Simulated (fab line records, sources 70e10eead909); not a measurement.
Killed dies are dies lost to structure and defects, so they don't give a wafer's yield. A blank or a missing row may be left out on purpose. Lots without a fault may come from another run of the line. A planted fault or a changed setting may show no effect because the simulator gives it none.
Chamber matching | flow nand_harc | NHARC_A_CHANNEL_FILL_D1_ETCHBACK_20 on rie_diel-10: 4 sister chambers
The step etches the open film in C4F8/O2/Ar, target depth 27 nm, time 13.5 s. 16 wafers are shown with their chamber, then 8 later ones without.

WAFERS WITH THEIR CHAMBER
wafer  | chamber | rf_vpp_V (V) | oes_product_au (a.u.)
L075.2 | 0       | 980          | 0.92
L075.3 | 2       | 975          | 0.91
L075.5 | 2       | 975          | 0.93
L076.1 | 0       | 980          | 0.93
L076.5 | 0       | 979          | 0.92
L076.6 | 1       | 969          | 0.91
L080.3 | 0       | 981          | 1.01
L080.4 | 1       | 971          | 0.99
L080.6 | 3       | 983          | 1.01
L084.2 | 0       | 981          | 1.02
L084.3 | 3       | 985          | 1.00
L084.4 | 2       | 976          | 1.00
L085.1 | 3       | 983          | 0.98
L085.4 | 0       | 980          | 0.99
L085.5 | 3       | 983          | 0.97
L089.1 | 2       | 975          | 0.98

SIGNATURES (means of the wafers above)
reading        | chamber 0 | chamber 1 | chamber 2 | chamber 3 | scatter within a chamber
rf_vpp_V       | 980.17    | 970.00    | 975.25    | 983.50    | 0.846
oes_product_au | 0.9650    | 0.9500    | 0.9550    | 0.9900    | 0.0413
Rule: a wafer's distance from a chamber is the root of the sum, over the readings, of the square of ((its reading less the chamber's mean) divided by the reading's scatter). The wafer belongs to the nearest chamber; if the next one is less than 2 further off, it can't be placed. The scatter: the root of (the sum of the squares of (reading less its chamber's mean) over the shown wafers, divided by (wafers less chambers)).

WAFERS WITHOUT THEIR CHAMBER
wafer  | rf_vpp_V (V) | oes_product_au (a.u.)
L089.2 | 982          | 1.01
L089.3 | 980          | 1.01
L092.1 | 976          | 0.93
L092.2 | 969          | 0.92
L092.4 | 980          | 0.93
L096.1 | 977          | 0.99
L096.2 | 981          | 0.99
L096.3 | 970          | 1.01

WHICH CHAMBER EACH WENT THROUGH
wafer  | from the rows above     | in truth
L089.2 | can't be placed: 3 or 0 | 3
L089.3 | 0                       | 0
L092.1 | 2                       | 2
L092.2 | 1                       | 1
L092.4 | 0                       | 0
L096.1 | can't be placed: 2 or 0 | 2
L096.2 | can't be placed: 0 or 3 | 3
L096.3 | 1                       | 1
Placed correctly: 5 of 8. Can't be placed from these rows: 3 (the true chamber is among the candidates in 3). Placed wrongly: 0.
